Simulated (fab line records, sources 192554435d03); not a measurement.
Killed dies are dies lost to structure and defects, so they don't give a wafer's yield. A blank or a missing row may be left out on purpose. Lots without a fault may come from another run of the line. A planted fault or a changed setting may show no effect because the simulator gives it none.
Which tool did it? | flow n5_finfet | 10 lots, 28 wafers sampled, at 3 steps of a route of 1938

WHAT THE GAUGES READ, wafer by wafer
N5_BEOL_M14_THK_MEAS_50: measures by xrf.
lot  | measured     | on            | M14_THK (nm)
L377 | day 12 12:01 | film_metro-01 | 550 561 562
L379 | day 13 05:06 | film_metro-01 | 564 563 560
L381 | day 13 07:34 | film_metro-02 | 563 537 565
L380 | day 13 07:44 | film_metro-02 | 555 550 546
L384 | day 14 14:52 | film_metro-01 | 554 566 558
L386 | day 14 15:32 | film_metro-01 | 571 549 556
L388 | day 16 03:34 | film_metro-02 | 551 570
L391 | day 16 05:08 | film_metro-02 | 562 542
L392 | day 16 14:24 | film_metro-01 | 562 581 560
L396 | day 17 03:41 | film_metro-01 | 546 550 557

WHICH TOOL RAN EACH LOT (tool, then ch and the chambers of the sampled wafers, then the start)
lot  | N5_BEOL_M14_ETCH_38                           | N5_BEOL_M14_PRE_CLEAN_42
L377 | rie_diel-06 ch 0,2,3, day 12 10:55 or earlier | pvd_sputter-03, day 12 10:55
L379 | rie_diel-06 ch 0,2,3, day 13 04:00 or earlier | pvd_sputter-01, day 13 04:00
L381 | rie_diel-05 ch 1,2, day 13 06:28 or earlier   | pvd_sputter-03, day 13 06:28
L380 | rie_diel-06 ch 0,2,3, day 13 06:31 or earlier | pvd_sputter-01, day 13 06:31
L384 | rie_diel-01 ch 0,1,2, day 14 13:46 or earlier | pvd_sputter-03, day 14 13:46
L386 | rie_diel-06 ch 0,1,3, day 14 14:26 or earlier | pvd_sputter-03, day 14 14:26
L388 | rie_diel-05 ch 1,2, day 16 02:08 or earlier   | pvd_sputter-03, day 16 02:08
L391 | rie_diel-01 ch 0, day 16 03:08 or earlier     | pvd_sputter-02, day 16 03:08
L392 | rie_diel-01 ch 2,3, day 16 12:46 or earlier   | pvd_sputter-03, day 16 12:46
L396 | rie_diel-06 ch 2,3, day 17 02:35 or earlier   | pvd_sputter-03, day 17 02:35
- N5_BEOL_M14_ETCH_38: etches SiCN in CF4/N2, target depth 106.5 nm, time 120.6 s.
- N5_BEOL_M14_PRE_CLEAN_42: time 30 s.

THE ANSWER, worked out from the rows above alone
Rule: what is usual is taken from the lots themselves. Put in order of their means at a reading, lots are off if they are a third of the lots or fewer, leave a main group of 4 or more, and stand apart from it by a gap of 3 or more times the standard deviation of the main group's means; of several such gaps the widest counts. A main group whose means are all the same, to the digits that the tables above print for the reading, isn't used. A lot without any number at a reading at which 4 lots or more have one is off too. The other lots that the step has rows for count as sound.
No lot is off at any reading shown: from this, nothing can be told.

WHAT THE SIMULATOR HAD PUT IN
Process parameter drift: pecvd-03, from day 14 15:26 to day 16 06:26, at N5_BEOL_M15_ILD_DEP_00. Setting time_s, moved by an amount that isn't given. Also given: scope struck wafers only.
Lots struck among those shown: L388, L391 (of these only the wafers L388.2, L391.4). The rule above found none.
